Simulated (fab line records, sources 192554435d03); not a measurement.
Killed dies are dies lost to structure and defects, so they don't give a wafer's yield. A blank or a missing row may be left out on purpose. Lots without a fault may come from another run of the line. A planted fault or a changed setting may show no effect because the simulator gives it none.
Chamber matching | flow n5_finfet | N5_BEOL_M3_ETCH_77 on rie_diel-03: 4 sister chambers
The step etches underlayer in N2/H2, target depth 6.5 nm, time 5.2 s. 14 wafers are shown with their chamber, then 7 later ones without.

WAFERS WITH THEIR CHAMBER
wafer  | chamber | oes_product_au (a.u.) | drypump_motor_current_A (A) | showerhead_plenum_p_Torr (Torr)
L076.1 | 0       | 0.70                  | 5.5                         | 2.57
L076.2 | 3       | 0.60                  | 5.4                         | 2.52
L076.4 | 3       | 0.61                  | 5.3                         | 2.52
L077.1 | 0       | 0.70                  | 5.6                         | 2.57
L077.5 | 3       | 0.60                  | 5.4                         | 2.52
L077.6 | 2       | 0.83                  | 4.8                         | 2.61
L081.1 | 0       | 0.70                  | 5.6                         | 2.57
L081.2 | 2       | 0.82                  | 4.8                         | 2.60
L081.6 | 2       | 0.81                  | 4.8                         | 2.60
L085.3 | 0       | 0.68                  | 5.5                         | 2.56
L085.4 | 3       | 0.59                  | 5.4                         | 2.51
L085.5 | 0       | 0.68                  | 5.5                         | 2.56
L087.3 | 1       | 0.68                  | 5.4                         | 2.55
L087.5 | 1       | 0.68                  | 5.4                         | 2.55

SIGNATURES (means of the wafers above)
reading                  | chamber 0 | chamber 1 | chamber 2 | chamber 3 | scatter within a chamber
oes_product_au           | 0.6920    | 0.6800    | 0.8200    | 0.6000    | 0.00938
drypump_motor_current_A  | 5.540     | 5.400     | 4.800     | 5.375     | 0.0442
showerhead_plenum_p_Torr | 2.5660    | 2.5500    | 2.6033    | 2.5175    | 0.00512
Rule: a wafer's distance from a chamber is the root of the sum, over the readings, of the square of ((its reading less the chamber's mean) divided by the reading's scatter). The wafer belongs to the nearest chamber; if the next one is less than 2 further off, it can't be placed. The scatter: the root of (the sum of the squares of (reading less its chamber's mean) over the shown wafers, divided by (wafers less chambers)).

WAFERS WITHOUT THEIR CHAMBER
wafer  | oes_product_au (a.u.) | drypump_motor_current_A (A) | showerhead_plenum_p_Torr (Torr)
L087.6 | 0.79                  | 4.9                         | 2.60
L092.1 | 0.58                  | 5.4                         | 2.51
L092.2 | 0.67                  | 5.4                         | 2.54
L092.3 | 0.67                  | 5.5                         | 2.56
L096.2 | 0.77                  | 4.8                         | 2.59
L096.4 | 0.67                  | 5.4                         | 2.54
L096.6 | 0.76                  | 4.8                         | 2.59

WHICH CHAMBER EACH WENT THROUGH
wafer  | from the rows above     | in truth
L087.6 | 2                       | 2
L092.1 | 3                       | 3
L092.2 | 1                       | 1
L092.3 | can't be placed: 0 or 1 | 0
L096.2 | 2                       | 2
L096.4 | 1                       | 1
L096.6 | 2                       | 2
Placed correctly: 6 of 7. Can't be placed from these rows: 1 (the true chamber is among the candidates in 1). Placed wrongly: 0.
